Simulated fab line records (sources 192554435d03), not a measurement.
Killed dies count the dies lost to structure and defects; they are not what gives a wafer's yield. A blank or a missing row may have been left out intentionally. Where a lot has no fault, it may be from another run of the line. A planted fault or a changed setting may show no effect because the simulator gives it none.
2 desks, one fault || flow n5 finfet || each desk has only its own numbers; what lay behind them comes last

## THE TOOL OWNER'S DESK: arfi scanner-01
The tool's own readings at N5_BEOL_M8_EXPOSE_08 (exposes mask M8): means of the sampled wafers that have a number, for each lot that ran on this tool. Any lot whose mean is over 4 standard deviations away from the usual mean is out of limits and marked OUT; that distance is given in the brackets.
Columns: A = exposure dose mJ cm2 at N5_BEOL_M8_EXPOSE_08, usual 68.8
{"lot": "L603", "first seen here": "day 11 12:25", "A": 69.4}
{"lot": "L608", "first seen here": "day 12 10:47", "A": 69.4}
{"lot": "L615", "first seen here": "day 14 03:43", "A": 69.4}
This desk's verdict: no lot among the 3 shows anything out of limits.

## THE METROLOGY DESK
Lot by lot, what the gauges showed, no matter which tool ran the lot: averages of those sampled wafers that carry a number. Any lot whose mean is over 4 standard deviations away from the usual mean is out of limits and marked OUT; that distance is given in the brackets. Of its 22 readings 7 are shown: the one that was out of limits first, and those that lie furthest out on some lot.
Columns: A = cd nm at N5_BEOL_M8_CD_MEAS_11, usual 38.4 nm; B = cd nm at N5_BEOL_M8_CD_MEAS_18, usual 39.9 nm; C = COMB_M15 at N5_BEOL_M15_RC_MEAS_101, usual 2.5e-12 S/m; D = COMB_M7 at N5_BEOL_M15_RC_MEAS_101, usual 2.5e-11 S/m; E = SERP_M6 at N5_BEOL_M15_RC_MEAS_101, usual 13.8 ohm/um; F = SERP_M8 at N5_BEOL_M15_RC_MEAS_101, usual 14.0 ohm/um; G = SERP_M8_max_site at N5_BEOL_M15_RC_MEAS_101, usual 14.5 ohm/um
{"lot": "L599", "first seen here": "day 9 15:48", "A": 39.1, "B": 40.6, "C": 3.0e-12, "D": 2.5e-11, "E": 13.3, "F": 13.1, "G": 13.5}
{"lot": "L603", "first seen here": "day 11 12:32", "A": 38.7, "B": 40.7, "C": 2.8e-12, "D": 2.6e-11, "E": 13.3, "F": 13.3, "G": 13.8}
{"lot": "L608", "first seen here": "day 12 10:55", "A": 38.5, "B": 39.9, "C": 1.5e-12, "D": 2.6e-11, "E": 12.7, "F": 13.8, "G": 14.4}
{"lot": "L615", "first seen here": "day 14 03:50", "A": "31.1 (-11) OUT", "B": "32.9 (-9.1) OUT", "C": 3.1e-12, "D": 2.3e-11, "E": 13.1, "F": "20.1 (+8.0) OUT", "G": "21.5 (+8.5) OUT"}
{"lot": "L618", "first seen here": "day 14 21:31", "A": 38.7, "B": 40.3, "C": 3.4e-12, "D": 2.8e-11, "E": 14.8, "F": 13.7, "G": 14.2}
{"lot": "L621", "first seen here": "day 15 14:31", "A": 38.7, "B": 39.9, "C": 2.9e-12, "D": 2.6e-11, "E": 13.8, "F": 13.8, "G": 14.4}
{"lot": "L620", "first seen here": "day 15 16:04", "A": 38.5, "B": 40.9, "C": 2.9e-12, "D": 3.5e-11, "E": 13.5, "F": 13.1, "G": 13.7}
This desk finds L615 out of limits, L615 being first, at day 14 03:50 (cd nm at N5_BEOL_M8_CD_MEAS_11). L599, L603, L608, L618, L621, L620 stayed within limits.

## BROUGHT TOGETHER
L615 would have let the metrology desk raise an alarm at day 14 03:50.
Nothing out of limits was seen by the tool owner's desk.
On record at the tool owner's desk: L615, within its limits.
The lots listed all ran N5_BEOL_M8_EXPOSE_08 on arfi scanner-01.

## WHAT THE SIMULATOR HAD PUT IN
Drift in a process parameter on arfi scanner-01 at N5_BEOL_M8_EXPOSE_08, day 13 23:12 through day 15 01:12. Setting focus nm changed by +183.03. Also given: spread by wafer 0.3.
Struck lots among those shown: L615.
Hours from the fault's start to each desk's first reading out of limits: the metrology desk, 5.
